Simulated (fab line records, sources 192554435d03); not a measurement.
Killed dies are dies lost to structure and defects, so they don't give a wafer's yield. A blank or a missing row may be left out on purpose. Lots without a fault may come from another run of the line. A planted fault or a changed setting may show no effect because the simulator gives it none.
fab line records | flow n5_finfet
record lots=5 wafers=15 last_day=19
route steps=1938 shown HKMG_FIN@402 BEOL_M4@1111 PASSIVATION@1936
lots that met no fault: from a run of the same line without faults
start_h: hours from the record's first day to the start of the lot's first wafer shown | wait_h: hours since the lot's step before | " the same as in the row above | L1.1+2: a row that stands for several wafers | - no value, or no start given | * or withheld: withheld | < > ~ a bound
route shown NAME@n: a module of which the file shows steps, and the number in the route of the first | usual: mean/standard deviation of fault-free wafers | same: alike in all rows | chamber/n: place in a boat | sites: the reading at each site | _std_site: their standard deviation | _edge_site: outer sites' mean less inner sites' | radius_mm: how far each site lies from the wafer's centre | mask NAME#n: copy n | behind: the tool/chamber that last shaped the wafer | hold: why the lot was held/for how many hours/how that ended | device: the transistor (n, p or np) that didn't switch | end of line: the same wafers' tests at the end of the route | a step without rows: its recipe alone | killed: dies lost to structure and defects at the first sort, not the wafer's yield | map: a wafer's dies, x killed, . not, _ none there
set.NAME: the setting as run; set.NAME@STEP: as run at that earlier step | model.NAME: the simulator's own value behind a step, which no gauge read
lots at some steps of the route; a table a step, a row a wafer
## steps
# step N5_HKMG_FIN_ETCH_54
# recipe chemistry=CF4 target=SiARC target_depth_a=455 mask_material=CAR-ArF time_s=75.8 ion_energy_ev=80 pressure_mtorr=40 source_w=545 bias_w=36 Ar_flow_sccm=100 cf4_flow_sccm=100 ends=cleared
# step N5_HKMG_FIN_ETCH_55
# recipe chemistry=N2/H2 target=SOC target_depth_a=2400 temp_c=40 time_s=300 ion_energy_ev=200 mask_material=SiARC pressure_mtorr=30 source_w=840 bias_w=150 n2_flow_sccm=200 h2_flow_sccm=200
# step N5_HKMG_FIN_STRIP_56
# recipe chemistry=N2/H2 temp_c=40 n2_flow_sccm=200 h2_flow_sccm=200 rf_frequency_hz=6e+07
# step N5_HKMG_FIN_STRIP_57
# recipe chemistry=CF4 resist=SiARC power_w=300 bias_power_w=75 pressure_mtorr=50 cf4_flow_sccm=150 rf_frequency_hz=6e+07
# step N5_HKMG_FIN_ETCH_58
# recipe chemistry=N2/H2 target=SOC target_depth_a=2158 ion_energy_ev=50 bias_w=13 time_s=741 pressure_mtorr=30 source_w=875 n2_flow_sccm=200 h2_flow_sccm=200
# step N5_HKMG_FIN_STRIP_93
# recipe chemistry=N2/H2 material=SOC time_s=20 power_w=500 temp_c=40 pressure_mtorr=50 rf_frequency_hz=6e+07 bias_power_w=8 h2_frac=0.5 n2_flow_sccm=300 h2_flow_sccm=300
# step N5_HKMG_FIN_WET_ETCH_76
# recipe chemistry=dNH4OH mix=1:50 temp_c=25 target=Al2O3 stop_on=La2O3 target_depth_nm=2.25 dry=ipa_marangoni rinse_time_s=30 rinse_temp_c=23
# step N5_HKMG_FIN_STRIP_60
# recipe chemistry=N2/H2 power_w=2500 temp_c=300 h2_frac=0.65 time_s=360 pressure_mtorr=withheld n2_flow_sccm=1750 h2_flow_sccm=3250
# step N5_HKMG_FIN_WET_ETCH_77
# recipe chemistry=dHCl mix=1:10000 temp_c=25 target=La2O3 stop_on=HfO2 target_depth_nm=2
# step N5_HKMG_FIN_WET_ETCH_78
# recipe chemistry=dNH4OH mix=1:50 temp_c=25 target=Al2O3 stop_on=La2O3 target_depth_nm=4.5 dry=ipa_marangoni rinse_time_s=30 rinse_temp_c=23
# step N5_HKMG_FIN_ALD_79
# recipe material=TiN target_thk_a=15 temp_c=400 ald_precursor_family=TiCl4 ald_co_reactant=NH3 pulse_time_s=1 purge_time_s=3 co_reactant_purge_time_s=2 co_reactant_pulse_time_s=2 ald_cycles=68 pressure_torr=3
# step N5_HKMG_FIN_CVD_62
# recipe material=a-Si target_thk_a=30 temp_c=500 precursor=Si2H6 pressure_torr=1 time_s=20.8
# step N5_HKMG_FIN_RTA_80
# recipe temp_c=withheld time_s=2 ambient=N2 idle_temp_c=600 ramp_up_c_per_s=150 ramp_down_c_per_s=60 cool_to_c=600
# columns lot.wafer tool chamber start_h wait_h
L345.1+5+6 rtp_anneal-01 0 77.67 0.1
L346.1+3+5 rtp_anneal-01 0 84.74 0.1
L347.1+4+6 rtp_anneal-01 0 89.76 0.1
L348.1+3+6 rtp_anneal-01 0 98.55 0.1
L359.3+5+6 rtp_anneal-01 0 162.20 0.1
# step N5_HKMG_FIN_PRECLEAN_64
# recipe chemistry=dHF time_s=30 temp_c=25 dilution=withheld
# step N5_HKMG_FIN_WET_ETCH_65
# recipe chemistry=TMAH temp_c=70 conc_wt_pct=5 target=a-Si stop_on=TiN time_s=49 target_depth_nm=3
# step N5_HKMG_FIN_WET_ETCH_81
# recipe chemistry=SC1 target=TiN stop_on=HfO2 mix=1:1:5 temp_c=60 time_s=57 target_depth_nm=6
# step N5_HKMG_FIN_WET_ETCH_82
# recipe chemistry=dHCl mix=1:10000 temp_c=25 target=La2O3 stop_on=HfO2 target_depth_nm=2 dry=ipa_marangoni rinse_time_s=30 rinse_temp_c=23
# step N5_HKMG_FIN_ALD_36
# recipe material=TiN target_thk_a=10 temp_c=400 ald_precursor_family=TiCl4 ald_co_reactant=NH3 pulse_time_s=1 purge_time_s=3 co_reactant_purge_time_s=2 co_reactant_pulse_time_s=2 ald_cycles=47 pressure_torr=3
# step N5_HKMG_FIN_PWFM_ALD_03
# recipe material=TiN target_thk_a=20 temp_c=400 ald_precursor_family=TiCl4 ald_co_reactant=NH3 pulse_time_s=1 purge_time_s=3 co_reactant_purge_time_s=2 co_reactant_pulse_time_s=2 ald_cycles=91 pressure_torr=3
# step N5_HKMG_FIN_COAT_29
# recipe resist=SOC temp_c=250 time_s=60 spin_rpm=1500 resist_thk_nm=300
# step N5_HKMG_FIN_COAT_30
# recipe resist=SiARC temp_c=220 time_s=60 spin_rpm=1500 resist_thk_nm=35
# step N5_HKMG_FIN_COAT_06
# recipe resist=CAR-ArF spin_rpm=1500 resist_thk_nm=90
# step N5_HKMG_FIN_EBR_08
# recipe solvent=PGMEA ebr_width_mm=1.5
# step N5_HKMG_FIN_SOFTBAKE_07
# recipe temp_c=110 time_s=60 resist=CAR-ArF
# step N5_HKMG_FIN_EXPOSE_09
# recipe mask_id=NWFM na=1.35 source_shape=conventional sigma_outer=0.8 polarization=unpolarized dose_mj=39.25
# step N5_HKMG_FIN_PEB_10
# recipe peb_temp_c=withheld peb_time_s=60 resist=CAR-ArF
# step N5_HKMG_FIN_DEVELOP_11
# recipe develop_time_s=30 developer=TMAH resist=CAR-ArF dev_temp_c=23 rinse_liquid=diw dry=air_spin
# step N5_HKMG_FIN_DESCUM_17
# recipe chemistry=O2 time_s=7.9 source_power_w=50 bias_power_w=20 pressure_mtorr=20 rf_frequency_hz=2.712e+07 temp_c=40 resist=CAR-ArF o2_flow_sccm=225
# step N5_HKMG_FIN_ETCH_31
# recipe chemistry=CF4 target=SiARC target_depth_a=455 mask_material=CAR-ArF time_s=75.8 ion_energy_ev=80 pressure_mtorr=40 source_w=545 bias_w=36 Ar_flow_sccm=100 cf4_flow_sccm=100 ends=cleared
# step N5_HKMG_FIN_ETCH_32
# recipe chemistry=N2/H2 target=SOC target_depth_a=2400 temp_c=40 time_s=300 ion_energy_ev=200 mask_material=SiARC pressure_mtorr=30 source_w=840 bias_w=150 n2_flow_sccm=200 h2_flow_sccm=200
# step N5_HKMG_FIN_STRIP_33
# recipe chemistry=N2/H2 temp_c=40 n2_flow_sccm=200 h2_flow_sccm=200 rf_frequency_hz=6e+07
# step N5_HKMG_FIN_STRIP_34
# recipe chemistry=CF4 resist=SiARC power_w=300 bias_power_w=75 pressure_mtorr=50 cf4_flow_sccm=150 rf_frequency_hz=6e+07
# step N5_HKMG_FIN_ETCH_35
# recipe chemistry=N2/H2 target=SOC target_depth_a=2158 ion_energy_ev=65 bias_w=5 source_w=3000 time_s=243.4 pressure_mtorr=30 n2_flow_sccm=200 h2_flow_sccm=200
# step N5_HKMG_FIN_STRIP_92
# recipe chemistry=N2/H2 material=SOC time_s=20 power_w=500 temp_c=40 pressure_mtorr=50 rf_frequency_hz=6e+07 bias_power_w=8 h2_frac=0.5 n2_flow_sccm=300 h2_flow_sccm=300
# step N5_HKMG_FIN_WET_ETCH_18
# recipe chemistry=SC1 target=TiN mix=1:1:5 temp_c=* time_s=55 target_depth_nm=5.2 dry=ipa_marangoni rinse_time_s=30 rinse_temp_c=23
# step N5_HKMG_FIN_STRIP_19
# recipe chemistry=N2/H2 power_w=2500 temp_c=300 h2_frac=0.65 time_s=360 pressure_mtorr=withheld n2_flow_sccm=1750 h2_flow_sccm=3250
# step N5_HKMG_FIN_ALD_91
# recipe material=TiN target_thk_a=10 temp_c=400 ald_precursor_family=TiCl4 ald_co_reactant=NH3 pulse_time_s=1 purge_time_s=3 co_reactant_purge_time_s=2 co_reactant_pulse_time_s=2 ald_cycles=47 pressure_torr=3
# step N5_HKMG_FIN_COAT_85
# recipe resist=SOC temp_c=250 time_s=60 spin_rpm=1500 resist_thk_nm=300
# step N5_BEOL_M4_RC_MEAS_101
# usual DIBL_N=36.1/2.3 DIBL_P=36/3.2 IOFF_N=0.16/0.045 IOFF_P=0.21/0.049 IOFF_P_LIN=0.101/0.016 IOFF_P_LONG=0.000107/8.9e-06 ION_N=674/14 ION_P=462/8.4 SS_N=71.6/0.83 SS_P=73.2/0.87 VT_N=249/3.8 VT_N_LVT=98/3.8 VT_P=-250/3.4 VT_P_LONG=-275/3
# columns lot.wafer tool chamber start_h wait_h DIBL_N[mV/V] DIBL_P[mV/V] IOFF_N[nA/um] IOFF_P[nA/um] IOFF_P_LIN[nA/um] IOFF_P_LONG[nA/um] ION_N[uA/um] ION_P[uA/um] SS_N[mV/dec] SS_P[mV/dec] VT_N[mV] VT_N_LVT[mV] VT_P[mV] VT_P_LONG[mV]
L347.1 prober-01 0 259.92 0.0 37.5 41 0.21 0.49 0.204 0.000152 691 495 71.6 74.4 245 108 -232 -263
L347.4 " 0 " " 32.3 33 0.11 0.26 0.132 0.000153 677 490 70.7 72.7 253 118 -238 -260
L347.6 " 0 " " 39.4 43 0.24 0.54 0.215 0.000147 684 488 72.2 74.7 240 107 -231 -263
L346.1 prober-01 0 266.33 0.0 34.3 31 0.12 0.26 0.138 0.000162 660 475 71.0 71.8 254 118 -240 -259
L346.3 " 0 " " 39.8 39 0.22 0.47 0.206 0.000158 676 484 73.3 74.1 248 110 -234 -264
L346.5 " 0 " " 34.7 33 0.13 0.30 0.151 0.000159 652 471 71.8 73.0 252 116 -238 -263
L345.1 prober-01 0 271.70 0.0 37.5 40 0.19 0.26 0.120 0.000113 696 476 72.0 74.0 245 96 -246 -273
L345.5 " 0 " " 34.7 36 0.13 0.20 0.101 0.000116 669 470 70.9 72.6 248 103 -248 -274
L345.6 " 0 " " 33.6 34 0.12 0.17 0.089 0.00011 655 450 71.6 72.8 253 105 -251 -273
L348.1 prober-02 0 280.71 0.0 31.8 32 0.11 0.25 0.131 0.000164 666 477 69.9 71.7 253 116 -241 -259
L348.3 " 0 " " 34.2 33 0.13 0.27 0.139 0.000149 666 474 71.4 72.4 251 114 -241 -259
L348.6 " 0 " " 34.0 34 0.13 0.28 0.143 0.00015 670 480 71.5 73.3 248 113 -237 -260
L359.3 prober-01 0 345.01 0.3 38.0 39 0.21 0.23 0.100 0.000107 681 458 72.3 73.6 245 92 -250 -276
L359.5 " 0 " " 40.4 42 0.27 0.27 0.113 0.000107 700 467 72.8 74.4 240 90 -249 -277
L359.6 " 0 " " 35.0 35 0.14 0.18 0.086 0.000108 661 450 70.6 72.9 251 97 -252 -274
# step N5_PASSIVATION_PROBE_49
# usual defect_limited_yield=90.9/1.6 killed_at_M0_to_M3=37/11 killed_at_M4_up=15/5.6 killed_at_contacts=13/6.4 killed_at_front_end=39/11 killed_at_other=4/3.1 killed_dies=107/19 killed_open=71/14 killed_short=34/7.8 sort_bin_4_leakage=0.01/0.053 sort_bin_5_function=5.3/1 sort_bin_6_memory=3.4/0.72 sort_n_pass=1072/20 sort_yield_pct=90.9/1.7
# same gross_dies=1180 killed_at_back_side=0 sort_bin_8_speed[%]=0
# columns lot.wafer tool chamber start_h wait_h defect_limited_yield[%] killed_at_M0_to_M3 killed_at_M4_up killed_at_contacts killed_at_front_end killed_at_other killed_dies killed_open killed_short sort_bin_4_leakage[%] sort_bin_5_function[%] sort_bin_6_memory[%] sort_n_pass sort_yield_pct[%]
L347.1 prober-02 - 368.43 0.0 88.1 43 17 17 55 8 140 88 48 3.39 6.5 4.2 1000 84.7
L347.4 prober-02 - 368.58 0.2 89.4 39 19 15 50 2 125 68 52 0 6.4 3.6 1055 89.4
L347.6 prober-02 - 368.68 0.3 90.4 40 19 15 32 7 113 74 32 10.85 4.3 4.9 939 79.6
L346.1 prober-02 - 370.90 0.0 93.2 38 9 4 28 1 80 48 30 0 4.2 2.2 1100 93.2
L346.3 prober-02 - 371.00 0.1 93.7 35 13 2 23 1 74 47 20 3.22 3.3 2.5 1068 90.5
L346.5 prober-02 - 371.10 0.2 91.5 33 18 6 42 1 100 67 28 0 4.6 3.5 1080 91.5
L348.1 prober-01 - 376.86 0.0 91.2 29 17 24 32 2 104 67 30 0 4.7 3.9 1076 91.2
L348.3 prober-01 - 376.96 0.1 89.9 34 15 22 47 1 119 77 38 0 5.8 3.7 1061 89.9
L348.6 prober-01 - 377.11 0.3 91.9 30 13 17 35 1 96 53 37 0 4.9 3.0 1084 91.9
L359.3 prober-02 - 467.70 0.1 92.7 34 3 10 38 1 86 53 33 0 4.3 2.5 1094 92.7
L359.5 prober-02 - 467.80 0.2 91.4 33 20 9 37 2 101 71 29 0 5.2 3.1 1079 91.4
# killed by level:class
L347.1 FIN_SAQP:geometric_particle:open=22 FIN_SAQP:geometric_particle:short=15 MOL_CONTACT_COAG:geometric_particle:open=13 BEOL_M3:geometric_particle:open=11 BEOL_M0_SAQP:geometric_particle:open=10 BEOL_M0_SAQP:geometric_particle:short=10 BEOL_M4:geometric_particle:open=8 STI_FIN_REVEAL:geometric_particle:open=5
L347.4 FIN_SAQP:geometric_particle:short=15 BEOL_M0_SAQP:geometric_particle:short=12 FIN_SAQP:geometric_particle:open=11 MOL_CONTACT_COAG:geometric_particle:open=11 BEOL_M0_SAQP:geometric_particle:open=11 BEOL_M3:geometric_particle:open=6 BEOL_M4:geometric_particle:open=5 STI_FIN_REVEAL:geometric_particle:open=4
L347.6 MOL_CONTACT_COAG:geometric_particle:open=14 FIN_SAQP:geometric_particle:short=11 BEOL_M3:geometric_particle:open=11 BEOL_M4:geometric_particle:open=11 FIN_SAQP:geometric_particle:open=9 BEOL_M0_SAQP:geometric_particle:open=7 BEOL_M0_SAQP:geometric_particle:short=6 BEOL_M1:geometric_particle:open=5
L346.1 BEOL_M1:geometric_particle:open=8 BEOL_M3:geometric_particle:open=8 BEOL_M0_SAQP:geometric_particle:open=6 FIN_SAQP:geometric_particle:open=5 BEOL_M2:geometric_particle:open=5 SPACER0:geometric_particle:short=4 GATE_CUT:geometric_particle:short=4 DUMMY_GATE:geometric_particle:open=3
L346.3 BEOL_M3:geometric_particle:open=7 BEOL_M4:geometric_particle:open=7 BEOL_M2:geometric_particle:open=6 FIN_SAQP:geometric_particle:open=4 BEOL_M0_SAQP:geometric_particle:open=4 BEOL_M0_SAQP:geometric_particle:short=4 BEOL_M3:geometric_particle:short=4 STI_FIN_REVEAL:geometric_particle:open=3
L346.5 FIN_SAQP:geometric_particle:open=7 DUMMY_GATE:geometric_particle:open=7 BEOL_M1:geometric_particle:open=7 BEOL_M2:geometric_particle:open=6 BEOL_M3:geometric_particle:open=6 STI_FIN_REVEAL:geometric_particle:open=5 BEOL_M0:geometric_particle:short=5 BEOL_M4:geometric_particle:open=5
L348.1 MOL_CONTACT_COAG:geometric_particle:open=18 BEOL_M1:geometric_particle:open=11 GATE_CUT:geometric_particle:short=7 GATE_CUT:geometric_particle:open=6 MOL_CONTACT_COAG:geometric_particle:short=6 FIN_SAQP:geometric_particle:short=5 DUMMY_GATE:geometric_particle:open=5 FIN_SAQP:geometric_particle:open=4
L348.3 MOL_CONTACT_COAG:geometric_particle:open=18 BEOL_M1:geometric_particle:open=11 FIN_SAQP:geometric_particle:short=9 FIN_SAQP:geometric_particle:open=9 STI_FIN_REVEAL:geometric_particle:open=8 BEOL_M0_SAQP:geometric_particle:short=8 GATE_CUT:geometric_particle:short=6 BEOL_M3:geometric_particle:open=5
L348.6 MOL_CONTACT_COAG:geometric_particle:open=13 BEOL_M0_SAQP:geometric_particle:short=9 FIN_SAQP:geometric_particle:short=6 STI_FIN_REVEAL:geometric_particle:open=5 GATE_CUT:geometric_particle:short=5 BEOL_M0_SAQP:geometric_particle:open=5 BEOL_M1:geometric_particle:open=5 FIN_SAQP:geometric_particle:open=4
L359.3 FIN_SAQP:geometric_particle:short=9 MOL_CONTACT_COAG:geometric_particle:open=9 FIN_SAQP:geometric_particle:open=6 DUMMY_GATE:geometric_particle:open=6 BEOL_M1:geometric_particle:short=6 BEOL_M0_SAQP:geometric_particle:open=5 BEOL_M0:geometric_particle:open=5 BEOL_M2:geometric_particle:open=5
L359.5 BEOL_M1:geometric_particle:open=9 BEOL_M4:geometric_particle:open=9 FIN_SAQP:geometric_particle:open=7 BEOL_M2:geometric_particle:open=6 MOL_CONTACT_COAG:geometric_particle:open=6 BEOL_M1:geometric_particle:short=6 FIN_SAQP:geometric_particle:short=5 STI_FIN_REVEAL:geometric_particle:open=4
# map L346.5 (x killed, . not)
_________________............________________
______________.................x_____________
___________......x......x..........__________
__________..x..x...................._________
________.x..x........................._______
_______..x.............x...x..x........______
______.x.................x...........x.._____
_____.......x...x.....x..................____
____......x...............................___
___.....x...........xx...xx................__
___..............x....x............x....x..__
__..........x..x.....x......................_
__................x...........xx............_
_..x....x.......x..x.x...................x...
_x...x..x.x...................x.x...........x
_..........................................x.
_..x.............x.x.........................
_...x....................x.............x.....
_....x.............x.....x...............x...
_....x..................x...x.......x........
_.......x.............................x......
__..x..xx....x.......x.xx..................._
__...x....x..................x..x.........x._
___.........x........x..x.........x........__
___.................x.x.......x............__
____................x...xx..x.............___
_____....x...............................____
______..........x......x..x............._____
_______..........x.....................______
________..................x..........._______
__________....x....................._________
___________.................x...x..__________
______________.x.....x..x...xx.._____________
_________________............________________
# map L347.1 (x killed, . not)
_________________..x.........________________
______________....xx..........x._____________
___________x........x..x...........__________
__________.....x.....x...x.........._________
________..x....x.....x.......x........_______
_______.....x...xx..................x..______
______...x..x......xx..........x........_____
_____.....x.x......x...x...x.x.......x...____
____..xx..x.xx.x..x.............x.........___
___....xx..........x.x.x....x.......x......__
___..x...............x.x........x..........__
__...x.......................x......x..x...._
__......x..x..x.........xx.................._
_......x...............................x.....
_.........................................xx.
_....x.............x....x..............x.....
_x.x....x........x..........................x
_...........x..........xx.....x..............
_.....................x..x........x..........
_..x.....x..x..............x.................
_.....................x........x.............
__..x.....x.............x...x............x.._
__...................x.x......x.........x..._
___.x...x...............x..................__
___xx.x..........x....................x..x.__
____........x...........x.................___
_____.....x........xx..x....xx.x......x..____
______...x...x...x.......x.......xx....._____
_______..x...x..................x......______
________......x.................x....._______
__________x..........x.xx..........._________
___________....x.......x.x..x..xx..__________
______________......xx..xx...x.._____________
_________________..xx........________________
## key
first_sign step=N5_BEOL_M4_RC_MEAS_101 reading=IOFF_P_LONG direction=up sigmas=5.4 usual=0.000107 struck=0.000155
effect step=N5_BEOL_M4_RC_MEAS_101 reading=VT_P_LONG direction=up sigmas=4.7 usual=-275 struck=-261
effect step=N5_BEOL_M4_RC_MEAS_101 reading=VT_N_LVT direction=up sigmas=4 usual=98 struck=113
effect step=N5_BEOL_M4_RC_MEAS_101 reading=VT_P direction=up sigmas=3.9 usual=-250 struck=-237
effect step=N5_BEOL_M4_RC_MEAS_101 reading=IOFF_P_LIN direction=up sigmas=3.7 usual=0.101 struck=0.162
effect step=N5_BEOL_M4_RC_MEAS_101 reading=IOFF_P direction=up sigmas=2.7 usual=0.21 struck=0.35 wafers_moved=5
effect step=N5_BEOL_M4_RC_MEAS_101 reading=ION_P direction=up sigmas=2.3 usual=462 struck=482
effect step=N5_PASSIVATION_PROBE_49 reading=sort_bin_4_leakage direction=up sigmas=23 usual=0.01 struck=1.94 wafers_moved=3
met_at N5_HKMG_FIN_RTA_80
struck_wafers L346.1,L346.3,L346.5,L347.1,L347.4,L347.6,L348.1,L348.3,L348.6
onset_between 77.67 84.74
fault kind=process_parameter_drift tool=rtp_anneal-01 chamber=- onset_h=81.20 steps=N5_HKMG_FIN_RTA_80 channel=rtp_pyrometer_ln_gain offset=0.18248 shape=step end_h=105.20
